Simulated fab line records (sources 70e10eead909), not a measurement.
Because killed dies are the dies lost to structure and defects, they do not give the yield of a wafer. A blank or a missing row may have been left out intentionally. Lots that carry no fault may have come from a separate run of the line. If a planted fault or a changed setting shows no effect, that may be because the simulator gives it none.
Chamber matching | flow nand harc | NHARC_A_STAIRCASE_DEP_301 on pecvd-04: 3 sister chambers
The step deposits SiON, target thk 30 nm. 3 wafers are shown with their chamber, then 12 later ones without.

== WAFERS, EACH WITH ITS CHAMBER ==
wafer  | chamber | heater power w (W)
L084.3 | 0       | 654
L084.5 | 1       | 762
L084.6 | 2       | 778

== WAFERS WITH NO CHAMBER GIVEN ==
wafer  | heater power w (W)
L087.4 | 675
L087.5 | 662
L087.6 | 705
L093.2 | 620
L093.4 | 794
L093.6 | 680
L092.1 | 756
L092.3 | 666
L092.4 | 655
L097.1 | 661
L097.2 | 773
L097.3 | 625

== CHAMBER TAKEN BY EACH ==
wafer  | from the rows above          | in truth
L087.4 | 0                            | 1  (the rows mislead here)
L087.5 | 0                            | 0
L087.6 | can't be placed: 0 or 1 or 2 | 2
L093.2 | 0                            | 0
L093.4 | can't be placed: 2 or 1      | 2
L093.6 | 0                            | 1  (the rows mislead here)
L092.1 | can't be placed: 1 or 2      | 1
L092.3 | 0                            | 0
L092.4 | 0                            | 0
L097.1 | 0                            | 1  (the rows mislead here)
L097.2 | can't be placed: 2 or 1      | 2
L097.3 | 0                            | 0
Placed correctly: 5 of 12. Cannot be placed on the basis of these rows: 4; the candidates contain the true chamber in 4. 3 placed wrongly.
How it was worked out, from the rows above alone: a wafer's distance from a chamber is the root of the sum, over the readings, of the square of ((its reading less the chamber's mean) divided by the reading's scatter). The wafer belongs to the nearest chamber; if the next one is less than 2 further off, it can't be placed. A chamber's mean is the mean of its shown wafers. The scatter (one wafer shown for each chamber): square how far every hidden wafer sits from the nearest shown wafer, average those squares and take the square root.
